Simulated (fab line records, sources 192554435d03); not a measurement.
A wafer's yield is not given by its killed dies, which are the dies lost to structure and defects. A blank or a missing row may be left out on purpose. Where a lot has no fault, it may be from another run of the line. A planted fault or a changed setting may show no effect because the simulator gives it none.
Split-lot trial | flow n5Finfet | 7 lots, 21 wafers read, on a route of 1938 steps

## ABOUT THE SPLIT
At N5_SD_EPI_N_DESCUM_14 (chemistry O2, time 7.9 s), the setting timeS was moved away from the recipe's 7.9 s on 5 of the 21 wafers read, by -16.4% to +22.3%. This setting was run at the recipe's value on the other wafers.

The file shows no step between the split and the reading.

## THE READING
CAR-ArF-block_of_SD_EPI_N_COAT_03.thkNm (the simulator's own value, which no gauge read), in nm, at N5_SD_EPI_N_ETCH_34 (etches SiARC in CF4, target depth 45.5 nm, time 75.8 s). There is no usual value for it anywhere in the file. Here, 16 wafers ran the recipe; their average is 111.2 nm with a standard deviation of 0.44 nm.

wafer  | tool, chamber at the split | timeS as run, s | against the recipe | CAR-ArF-block_of_SD_EPI_N_COAT_03.thkNm, nm | against lot-mates on the recipe
L075.2 | rieDiel-04, 2,1            | 7.9             | recipe             | 111.2                                       | -
L075.3 | rieDiel-04, 2,1            | 7.9             | recipe             | 111.2                                       | -
L075.5 | rieDiel-04, 1              | 7.9             | recipe             | 111                                         | -
L076.2 | rieDiel-04, 0              | 7.9             | recipe             | 111                                         | -
L076.3 | rieDiel-04, 2              | 6.601           | -16.4%             | 112.2                                       | +1.5
L076.6 | rieDiel-04, 2              | 7.9             | recipe             | 110.4                                       | -
L080.2 | rieDiel-06, 0              | 6.992           | -11.5%             | 111.6                                       | +0.4
L080.3 | rieDiel-06, 3              | 7.9             | recipe             | 111.2                                       | -
L080.5 | rieDiel-06, 3              | 6.992           | -11.5%             | 112                                         | +0.8
L082.3 | rieDiel-06, 3              | 7.9             | recipe             | 111                                         | -
L082.4 | rieDiel-06, 1              | 7.9             | recipe             | 110.2                                       | -
L082.6 | rieDiel-06, 3              | 7.9             | recipe             | 110.8                                       | -
L085.2 | rieDiel-02, 2              | 7.9             | recipe             | 111.4                                       | -
L085.3 | rieDiel-02, 1              | 7.9             | recipe             | 111.4                                       | -
L085.4 | rieDiel-02, 3              | 9.658           | +22.3%             | 110                                         | -1.4
L086.1 | rieDiel-02, 3,0            | 7.9             | recipe             | 111.8                                       | -
L086.4 | rieDiel-02, 3,0            | 7.9             | recipe             | 111.8                                       | -
L086.5 | rieDiel-02, 0              | 7.9             | recipe             | 111.8                                       | -
L096.1 | rieDiel-02, 2,1            | 7.9             | recipe             | 111.2                                       | -
L096.6 | rieDiel-02, 2,1            | 7.9             | recipe             | 111.2                                       | -
L096.4 | rieDiel-02, 0              | 6.774           | -14.3%             | 111.8                                       | +0.6
When a row names more than one chamber, that row covers several wafers, and the file does not tell which wafer ran in which chamber.

THE FIT
A straight line over all 21 wafers: CAR-ArF-block_of_SD_EPI_N_COAT_03.thkNm changes by -0.054 nm for each +1% of timeS; r = -0.72; the points scatter about the line by 0.41 nm.
The same after taking each lot's own level away (the mean of its wafers on the recipe; 21 wafers): -0.0635 nm for each +1%; r = -0.91; scatter 0.23 nm.
According to that fit, moving timeS by its largest amount changes the reading by 1.4 nm.
The lots' own levels span 110.67 to 111.80 nm, that is 2.6 times the standard deviation above.
So the lot-to-lot level blurs the effect unless lot-mates are compared.
Check: for one of the wafers moved furthest among these (+22.3%), held out of the fit, the line's prediction against its lot-mates is -1.44 nm. It came out at -1.4 nm against them.

## THESE WAFERS: OTHER SPLITS
These wafers also went through other splits before the reading. Each is held against what the fit with the lots' levels taken away leaves over:
other split on the same wafers                  | wafers away from the commonest value | r with CAR-ArF-block_of_SD_EPI_N_COAT_03.thkNm (lot level and that fit taken away)
N5_ZERO_LAYER_COAT_05 spinRpm                   | 5                                    | -0.02
N5_ZERO_LAYER_EXPOSE_08 doseMj                  | 8                                    | -0.03
N5_PMOS_HMC_CHANNEL_EPI_PEB_07 pebTempC         | 8                                    | -0.10
N5_PMOS_HMC_CHANNEL_EPI_DEVELOP_08 developTimeS | 6                                    | +0.43
N5_FIN_SAQP_SPACER1_ALD_24 aldCycles            | 8                                    | -0.48
N5_FIN_SAQP_ETCH_65 timeS                       | 7                                    | +0.19
N5_DUMMY_GATE_ETCH_31 targetDepthA              | 8                                    | +0.10
N5_DUMMY_GATE_ETCH_32 timeS                     | 5                                    | -0.01

## THE WHOLE CHAIN: every reading that the file lists as answering this split, in the file's order
step                  | what it does                                           | reading                                                                                  | change (the file's fit)                | r (the file's)
N5_SD_EPI_N_DESCUM_14 | chemistry O2, time 7.9 s                               | CAR-ArF-block_of_SD_EPI_N_COAT_03.thkNm (the simulator's own value, which no gauge read) | -0.0643 nm for each +1% of the setting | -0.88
N5_SD_EPI_N_ETCH_34   | etches SiARC in CF4, target depth 45.5 nm, time 75.8 s | CAR-ArF-block_of_SD_EPI_N_COAT_03.thkNm (the simulator's own value, which no gauge read) | -0.0647 nm for each +1% of the setting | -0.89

## FILE'S OWN FIT
CAR-ArF-block_of_SD_EPI_N_COAT_03.thkNm changes by -0.0647 nm for each +1% of timeS, r = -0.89.
